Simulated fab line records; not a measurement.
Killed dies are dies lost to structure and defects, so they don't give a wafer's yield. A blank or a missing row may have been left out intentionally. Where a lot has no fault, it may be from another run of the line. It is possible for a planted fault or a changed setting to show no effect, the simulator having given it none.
A single fault, viewed from 3 desks ; flow n5Finfet ; numbers are kept per desk, each desk with only its own; the story behind them comes last

## THE METROLOGY DESK
What the gauges read, lot by lot, whatever tool the lot ran on: means of the sampled wafers that have a number. Any lot whose mean is over 4 standard deviations away from the usual mean is out of limits and marked OUT; that distance is given in the brackets.
Columns: A = M5_RS at N5_BEOL_M5_RS_MEAS_57, usual 0.388 ohm/sq; B = M6_ILD_THK at N5_BEOL_M6_THK_MEAS_01, usual 154.8 nm; C = cdNm at N5_BEOL_M6_CD_MEAS_11, usual 38.7 nm; D = M6_OVL at N5_BEOL_M6_OVL_MEAS_12, usual 0.1 nm
lot;first seen here;A;B;C;D
L530;day 9 16:13;0.389;154.3;38.5;0.4
L533;day 10 04:16;0.384;155.6;38.9;-0.3
L538;day 12 00:47;0.388;155.0;38.9;0.1
L540;day 12 00:59;0.401;153.8;39.0;-0.3
L546;day 13 03:54;0.403;154.9;38.7;0.7
L548;day 14 07:38;0.372;157.1;38.3;0.2
Finding of this desk: none of the 6 lots has anything out of limits.

## THE DEFECT DESK
Inspection counts along the route, by lot: the mean over sampled wafers that carry a number. Any lot whose mean is over 4 standard deviations away from the usual mean is out of limits and marked OUT; that distance is given in the brackets.
Columns: A = rawDefectCount at N5_BEOL_M5_INSPECT_58, usual 78; B = rawDefectCount at N5_BEOL_M6_INSPECT_13, usual 413
lot;first seen here;A;B
L530;day 9 16:14;78;538
L533;day 10 04:18;53;408
L538;day 12 00:49;78;452
L540;day 12 01:01;51;379
L546;day 13 03:55;96;353
L548;day 14 07:40;85;337
Finding of this desk: none of the 6 lots has anything out of limits.

## FOR THE TOOL OWNER'S DESK: lithoTrack-02
The tool's own readings at N5_BEOL_M6_COAT_05 (resist thk 90 nm): means of the sampled wafers that have a number, for each lot that ran on this tool. Any lot whose mean is over 4 standard deviations away from the usual mean is out of limits and marked OUT; that distance is given in the brackets.
Columns: A = dispensePressureKPa at N5_BEOL_M6_COAT_05, usual 47.8 kPa; B = spinSpeedRpm at N5_BEOL_M6_COAT_05, usual 1500.0 rpm
lot;first seen here;A;B
L530;day 9 17:59;47.0;1499.7
L538;day 12 02:33;47.0;1459.6 (-41) OUT
L540;day 12 02:43;47.0;1458.0 (-42) OUT
This desk finds L538, L540 out of limits, L538 being first, at day 12 02:33 (spinSpeedRpm at N5_BEOL_M6_COAT_05). L530: within limits.

## PUT TOGETHER
The tool owner's desk could have raised an alarm at day 12 02:33, on L538, L540.
At the metrology desk, nothing out of limits was observed.
The defect desk saw nothing out of limits.
The metrology desk holds a record of L538, L540, inside its limits.
The defect desk has L538, L540 on record, within its limits.
N5_BEOL_M6_COAT_05 was run on lithoTrack-02 by each of the lots named.

## WHAT HAD BEEN PUT IN BY THE SIMULATOR
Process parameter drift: lithoTrack-02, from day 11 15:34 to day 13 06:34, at N5_BEOL_M6_COAT_05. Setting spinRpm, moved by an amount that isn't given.
Struck lots among those shown: L538, L540.
Delay in hours, fault start to first out-of-limits reading, by desk: the tool owner's desk at 11.
